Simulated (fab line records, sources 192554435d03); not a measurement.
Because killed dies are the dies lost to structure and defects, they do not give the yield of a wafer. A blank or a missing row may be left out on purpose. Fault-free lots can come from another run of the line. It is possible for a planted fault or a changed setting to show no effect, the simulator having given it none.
Matching of chambers | flow n5 finfet | N5_BEOL_M5_ALD_86 on ald metal-02 has 4 sister chambers
The step deposits TaN, pulse time 2 s, purge time 3 s, co reactant purge time 2 s. 14 wafers are shown with their chamber, then 7 later ones without.

== WAFERS, EACH WITH ITS CHAMBER ==
wafer  | chamber | heater power w (W) | precursor vessel pressure torr (Torr) | precursor vessel temp c (C)
L074.1 | 3       | 417                | 26.25                                 | 74.88
L074.2 | 2       | 433                | 26.31                                 | 75.14
L074.4 | 1       | 409                | 26.32                                 | 75.00
L076.2 | 1       | 412                | 26.20                                 | 74.83
L076.3 | 3       | 407                | 26.27                                 | 75.00
L076.5 | 1       | 398                | 26.21                                 | 74.92
L077.4 | 2       | 450                | 26.15                                 | 75.11
L077.5 | 1       | 403                | 26.26                                 | 75.21
L077.6 | 0       | 457                | 26.28                                 | 75.20
L088.1 | 3       | 417                | 26.24                                 | 75.10
L088.5 | 1       | 400                | 26.26                                 | 75.20
L088.6 | 2       | 454                | 26.20                                 | 74.92
L093.1 | 2       | 439                | 26.29                                 | 74.98
L093.3 | 0       | 461                | 26.28                                 | 74.97

SIGNATURES, as means of the wafers listed above
reading                        | chamber 0 | chamber 1 | chamber 2 | chamber 3 | scatter within a chamber
heater power w                 | 459.00    | 404.40    | 444.00    | 413.67    | 7.06
precursor vessel pressure torr | 26.2800   | 26.2500   | 26.2375   | 26.2533   | 0.0517
precursor vessel temp c        | 75.0850   | 75.0320   | 75.0375   | 74.9933   | 0.141
Rule: for a wafer and a chamber, the distance is found by dividing, reading by reading, the gap between the wafer's reading and the chamber's mean by the reading's scatter, squaring, summing and taking the root. The wafer belongs to the nearest chamber; if the next one is less than 2 further off, it can't be placed. The scatter is the square root of a quotient: the sum, over the shown wafers, of each reading's squared deviation from its chamber's mean, divided by wafers minus chambers.

== WAFERS WITHOUT THEIR CHAMBER ==
wafer  | heater power w (W) | precursor vessel pressure torr (Torr) | precursor vessel temp c (C)
L093.4 | 417                | 26.25                                 | 75.05
L094.2 | 446                | 26.16                                 | 74.90
L094.3 | 415                | 26.33                                 | 75.17
L094.5 | 444                | 26.24                                 | 74.89
L095.4 | 451                | 26.28                                 | 74.74
L095.5 | 438                | 26.28                                 | 75.08
L095.6 | 404                | 26.27                                 | 75.02

== THE CHAMBER EACH PASSED THROUGH ==
wafer  | from the rows above     | in truth
L093.4 | can't be placed: 3 or 1 | 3
L094.2 | can't be placed: 2 or 0 | 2
L094.3 | can't be placed: 3 or 1 | 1
L094.5 | can't be placed: 2 or 0 | 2
L095.4 | can't be placed: 2 or 0 | 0
L095.5 | can't be placed: 2 or 0 | 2
L095.6 | can't be placed: 1 or 3 | 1
Correct placement for 0 of the 7. Cannot be placed on the basis of these rows: 7; the candidates contain the true chamber in 7. 0 placed wrongly.
